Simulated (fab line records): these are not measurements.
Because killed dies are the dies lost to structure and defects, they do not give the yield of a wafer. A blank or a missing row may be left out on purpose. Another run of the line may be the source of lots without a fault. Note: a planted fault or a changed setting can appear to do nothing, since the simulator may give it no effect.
The tool behind it: which one? ; flow nand harc ; 15 lots, 44 wafers sampled, at 5 steps of a route of 1302

## WHAT THE GAUGES READ, wafer by wafer
NHARC_P_BONDPAD_OVL_MEAS_38. Usual: overlay x nm 2 nm, standard deviation 4.4; overlay y nm 0 nm, standard deviation 5.6.
lot;measured;on;overlay x nm (nm);overlay y nm (nm);flag
L122;day 6 20:01;overlay-02;4 4 4;8 8 8;
L121;day 6 21:10;overlay-02;9 9 9;4 4 4;
L123;day 7 08:12;overlay-02;2 1 1;-7 -7 -8;
L124;day 7 23:31;overlay-02;4 3 3;-6 -6 -7;
L125;day 8 10:09;overlay-01;4 3 4;-6 -6 -5;
L126;day 8 15:19;overlay-01;6 6 6;-3 -2 -2;
L131;day 10 22:41;overlay-01;7 7 7;5 6 5;
L132;day 11 05:28;overlay-02;-4 -4 -4;8 8 8;
L133;day 11 13:15;overlay-01;1 1 1;-8 -7 -7;
L134;day 12 02:13;overlay-02;-10 -10 -10;0 1 1;
L135;day 12 15:17;overlay-02;8 8 8;1 0 0;
L136;day 12 17:41;overlay-01;5 5 5;-3 -3 -3;
L137;day 13 02:46;overlay-02;2 2 2;9 9 9;
L140;day 14 15:26;overlay-01;0 0;3 2;
L144;day 16 04:35;overlay-01;6 5 5;2 2 2;

NHARC_P_BONDPAD_THK_MEAS_20: measures by xrf. Usual: thk nm 160.4 nm, standard deviation 1.7.
lot;measured;on;thk nm (nm);flag
L122;day 6 22:32;film metro-01;160.1 158.9 156.8;
L121;day 6 23:43;film metro-01;161.2 157.8 162.1;
L123;day 7 10:42;film metro-01;158.5 158.8 160.1;
L124;day 8 02:00;film metro-02;160.1 159.2 158.1;
L125;day 8 12:46;film metro-01;160.1 159.6 163.2;
L126;day 8 17:52;film metro-02;160.8 160.3 159.1;
L131;day 11 01:13;film metro-01;161.3 162.2 164.4;
L132;day 11 07:56;film metro-01;159.5 160.5 160.3;
L133;day 11 15:43;film metro-01;161.7 160.4 160.6;
L134;day 12 04:40;film metro-01;161.0 160.4 160.7;
L135;day 12 17:47;film metro-01;159.8 158.0 160.1;
L136;day 12 20:17;film metro-02;162.3 111.9 163.8;OFF
L137;day 13 05:14;film metro-01;156.9 109.8 157.5;OFF
L140;day 14 17:54;film metro-02;158.1 115.3;OFF
L144;day 16 07:07;film metro-01;164.5 162.1 164.4;

## WHAT TOOL EACH LOT RAN ON (gives the tool, then ch and the chambers of the sampled wafers, and finally the start)
lot;NHARC_P_BONDPAD_ETCH_24;NHARC_P_BONDPAD_PVD_27;NHARC_P_BONDPAD_ECD_18
L122;rie diel-02 ch 0,2,3, day 6 20:43;pvd sputter-03, day 6 21:29 or earlier;ecd cu-02 ch 0,1, day 6 21:29
L121;rie diel-02 ch 0,3, day 6 21:55;pvd sputter-02, day 6 22:41 or earlier;ecd cu-01 ch 0,1, day 6 22:41
L123;rie diel-02 ch 0,1, day 7 09:39 or earlier;pvd sputter-03, day 7 09:39 or earlier;ecd cu-01 ch 0,1, day 7 09:39
L124;rie diel-02 ch 0,1,3, day 8 00:58 or earlier;pvd sputter-02, day 8 00:58 or earlier;ecd cu-01 ch 0,1, day 8 00:58
L125;rie diel-11 ch 1,2,3, day 8 11:46 or earlier;pvd sputter-01, day 8 11:46 or earlier;ecd cu-01 ch 0,1, day 8 11:46
L126;rie diel-11 ch 0,2, day 8 16:52 or earlier;pvd sputter-01, day 8 16:52 or earlier;ecd cu-02 ch 1, day 8 16:52
L131;rie diel-02 ch 1,2,3, day 11 00:16 or earlier;pvd sputter-01, day 11 00:16 or earlier;ecd cu-02 ch 0,1, day 11 00:16
L132;rie diel-11 ch 0,3, day 11 06:54 or earlier;pvd sputter-02, day 11 06:54 or earlier;ecd cu-01 ch 0, day 11 06:54
L133;rie diel-02 ch 0,1,2, day 11 14:43 or earlier;pvd sputter-01, day 11 14:43 or earlier;ecd cu-02 ch 0, day 11 14:43
L134;rie diel-04 ch 0,2,3, day 12 03:38 or earlier;pvd sputter-03, day 12 03:38 or earlier;ecd cu-01 ch 0,1, day 12 03:38
L135;rie diel-02 ch 0,3, day 12 16:50 or earlier;pvd sputter-02, day 12 16:50 or earlier;ecd cu-02 ch 0,1, day 12 16:50
L136;rie diel-02 ch 0,1, day 12 19:09 or earlier;pvd sputter-03, day 12 19:09 or earlier;ecd cu-02 ch 0,1, day 12 19:09
L137;rie diel-02 ch 0,3, day 13 04:11 or earlier;pvd sputter-03, day 13 04:11 or earlier;ecd cu-02 ch 0,1, day 13 04:11
L140;rie diel-11 ch 2,3, day 14 16:51 or earlier;pvd sputter-02, day 14 16:51 or earlier;ecd cu-02 ch 0,1, day 14 16:51
L144;rie diel-11 ch 0,1,3, day 16 06:10 or earlier;pvd sputter-01, day 16 06:10 or earlier;ecd cu-01 ch 0,1, day 16 06:10
- NHARC_P_BONDPAD_ETCH_24: etches the open film in CF4/N2, target depth 30 nm, time 72.99 s.
- NHARC_P_BONDPAD_PVD_27: deposits Cu, target thk 30 nm, time 20.49 s.
- NHARC_P_BONDPAD_ECD_18: material Cu, target thk 400 nm.

## AS READ BY THE TOOLS THEMSELVES (means over the sampled wafers that have a number; for cases with no such wafer, the mark the record gives instead)
NHARC_P_BONDPAD_ETCH_24. Usual: drypump motor current A 5.7 A, standard deviation 0.57; oes product au 1.001 a.u., standard deviation 0.012; rf vpp V 314.1 V, standard deviation 2.2; showerhead plenum p Torr 2.62 Torr, standard deviation 0.12; throttle valve pct 19.794 %, standard deviation 0.0094.
lot;tool;drypump motor current A (A);oes product au (a.u.);rf vpp V (V);showerhead plenum p Torr (Torr);throttle valve pct (%);flag
L122;rie diel-02;5.5;0.989;313.7;2.62;19.795;
L121;rie diel-02;5.7;0.985;313.4;2.61;19.795;
L123;rie diel-02;5.9;0.996;313.4;2.57;19.791;
L124;rie diel-02;5.9;0.993;315.0;2.65;19.796;
L125;rie diel-11;5.8;1.000;314.0;2.61;19.802;
L126;rie diel-11;5.6;1.005;313.8;2.62;19.787;
L131;rie diel-02;5.7;0.993;316.0;2.73;19.792;
L132;rie diel-11;5.1;1.000;311.6;2.50;19.797;
L133;rie diel-02;5.7;1.006;315.2;2.66;19.794;
L134;rie diel-04;6.0;1.007;314.6;2.61;19.795;
L135;rie diel-02;5.7;0.997;313.2;2.54;19.800;
L136;rie diel-02;5.9;0.996;312.9;2.57;19.798;
L137;rie diel-02;5.7;0.994;313.1;2.54;19.790;
L140;rie diel-11;5.8;0.990;314.4;2.62;19.782;
L144;rie diel-11;5.3;0.999;312.7;2.53;19.796;

NHARC_P_BONDPAD_PVD_27. Usual: throttle valve pct 29.6 %, standard deviation 0.98.
lot;tool;throttle valve pct (%);flag
L122;pvd sputter-03;29.7;
L121;pvd sputter-02;29.2;
L123;pvd sputter-03;28.9;
L124;pvd sputter-02;28.4;
L125;pvd sputter-01;29.8;
L126;pvd sputter-01;29.5;
L131;pvd sputter-01;29.5;
L132;pvd sputter-02;28.3;
L133;pvd sputter-01;29.5;
L134;pvd sputter-03;29.7;
L135;pvd sputter-02;29.2;
L136;pvd sputter-03;29.6;
L137;pvd sputter-03;30.8;
L140;pvd sputter-02;29.2;
L144;pvd sputter-01;29.8;

## THE ANSWER, worked out from the rows above alone
Rule: take the mean of a lot's wafers that have a number; if it is more than 3 standard deviations from the usual mean, the lot is off. A lot without any number at a reading at which 4 lots or more have one is off too. Where the step has rows for the other lots, those lots are counted as sound. After the gauges, taken in route order, come the tools' own readings; for these a lot's mean is taken, as printed above. At the first step where some lot is off, the reading lying furthest off is the one used; lots without a number count as furthest.
Off at NHARC_P_BONDPAD_THK_MEAS_20 (thk nm): L136, L137, L140.
If a tool, at a process step before that reading, ran all the lots that are off and no sound lot after the first of them, it fits. Gauges at NHARC_P_BONDPAD_THK_MEAS_20: tried the same way as those tools. NHARC_P_BONDPAD_ETCH_24 gives no start for some lots, so the hours and the order of its lots are those of NHARC_P_BONDPAD_ECD_18. NHARC_P_BONDPAD_PVD_27 gives no start for some lots, so the hours and the order of its lots are those of NHARC_P_BONDPAD_ECD_18. One fits: NHARC_P_BONDPAD_ECD_18 on ecd cu-02. A fault onset in the window from L135 (day 12 16:50, its last sound lot) to L136 (day 12 19:09, its first lot off) fits.

## WHAT THE SIMULATOR PUT IN
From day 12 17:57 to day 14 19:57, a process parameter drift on ecd cu-02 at NHARC_P_BONDPAD_ECD_18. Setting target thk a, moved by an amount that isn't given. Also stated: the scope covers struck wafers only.
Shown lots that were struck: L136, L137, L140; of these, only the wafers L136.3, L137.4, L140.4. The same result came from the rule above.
